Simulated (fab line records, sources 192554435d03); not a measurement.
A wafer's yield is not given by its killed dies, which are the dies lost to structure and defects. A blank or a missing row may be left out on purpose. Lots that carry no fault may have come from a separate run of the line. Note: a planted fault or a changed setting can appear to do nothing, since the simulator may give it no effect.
Matching of chambers | flow n5 finfet | N5_BEOL_M13_ETCH_67 on rie diel-03 has 4 sister chambers
The step etches SiARC in CF4, target depth 143 nm, time 238.3 s. 30 wafers are shown with their chamber, then 12 later ones without.

WAFERS PAIRED WITH THEIR CHAMBERS
wafer  | chamber | showerhead plenum p Torr (Torr) | drypump motor current A (A) | oes product au (a.u.)
L078.1 | 1       | 2.22                            | 6.1                         | 0.61
L078.3 | 3       | 2.16                            | 6.2                         | 0.73
L078.5 | 0       | 2.06                            | 6.1                         | 0.64
L080.1 | 3       | 2.16                            | 6.2                         | 0.72
L080.4 | 3       | 2.16                            | 6.3                         | 0.71
L080.6 | 0       | 2.06                            | 6.2                         | 0.65
L081.1 | 3       | 2.16                            | 6.2                         | 0.72
L081.2 | 2       | 2.14                            | 5.5                         | 0.62
L081.3 | 0       | 2.06                            | 6.2                         | 0.64
L081.4 | 1       | 2.22                            | 6.2                         | 0.61
L081.5 | 0       | 2.06                            | 6.1                         | 0.64
L081.6 | 3       | 2.16                            | 6.2                         | 0.71
L082.2 | 0       | 2.06                            | 6.1                         | 0.64
L082.3 | 3       | 2.16                            | 6.2                         | 0.71
L082.6 | 0       | 2.06                            | 6.2                         | 0.64
L084.1 | 0       | 2.06                            | 6.2                         | 0.63
L084.2 | 3       | 2.16                            | 6.2                         | 0.70
L084.3 | 2       | 2.14                            | 5.5                         | 0.62
L084.4 | 1       | 2.21                            | 6.1                         | 0.59
L084.5 | 3       | 2.16                            | 6.2                         | 0.71
L084.6 | 2       | 2.14                            | 5.5                         | 0.62
L085.2 | 2       | 2.14                            | 5.5                         | 0.61
L085.3 | 3       | 2.16                            | 6.2                         | 0.71
L085.4 | 0       | 2.06                            | 6.2                         | 0.63
L088.1 | 0       | 2.05                            | 6.2                         | 0.63
L088.3 | 3       | 2.16                            | 6.2                         | 0.70
L088.4 | 2       | 2.13                            | 5.5                         | 0.62
L092.1 | 0       | 2.05                            | 6.2                         | 0.63
L092.4 | 1       | 2.21                            | 6.2                         | 0.59
L092.6 | 1       | 2.21                            | 6.1                         | 0.60

SIGNATURES (averages over the wafers above)
reading                  | chamber 0 | chamber 1 | chamber 2 | chamber 3 | scatter within a chamber
showerhead plenum p Torr | 2.0580    | 2.2140    | 2.1380    | 2.1600    | 0.00372
drypump motor current A  | 6.170     | 6.140     | 5.500     | 6.210     | 0.0402
oes product au           | 0.6370    | 0.6000    | 0.6180    | 0.7120    | 0.00797
Rule: for each reading, subtract the chamber's mean from the wafer's reading, divide by that reading's scatter and square the result; add these up over the readings and take the root, which gives the wafer's distance from the chamber. If the next closest chamber is less than 2 further off than the closest, the wafer can't be placed; otherwise it belongs to the closest. The scatter: the root of (the sum of the squares of (reading less its chamber's mean) over the shown wafers, divided by (wafers less chambers)).

WAFERS MISSING THEIR CHAMBER
wafer  | showerhead plenum p Torr (Torr) | drypump motor current A (A) | oes product au (a.u.)
L094.1 | 2.13                            | 5.5                         | 0.61
L094.2 | 2.21                            | 6.1                         | 0.59
L094.6 | 2.13                            | 5.5                         | 0.60
L097.1 | 2.13                            | 5.4                         | 0.60
L097.2 | 2.15                            | 6.2                         | 0.68
L097.5 | 2.13                            | 5.5                         | 0.60
L093.1 | 2.15                            | 6.2                         | 0.69
L093.2 | 2.05                            | 6.1                         | 0.62
L093.3 | 2.21                            | 6.2                         | 0.59
L093.4 | 2.13                            | 5.5                         | 0.60
L093.5 | 2.15                            | 6.2                         | 0.68
L093.6 | 2.21                            | 6.2                         | 0.59

WHICH CHAMBER EACH ONE RAN IN
wafer  | from the rows above | in truth
L094.1 | 2                   | 2
L094.2 | 1                   | 1
L094.6 | 2                   | 2
L097.1 | 2                   | 2
L097.2 | 3                   | 3
L097.5 | 2                   | 2
L093.1 | 3                   | 3
L093.2 | 0                   | 0
L093.3 | 1                   | 1
L093.4 | 2                   | 2
L093.5 | 3                   | 3
L093.6 | 1                   | 1
Placed correctly: 12 of 12. Left unplaced by these rows: 0. Placed wrongly: 0.
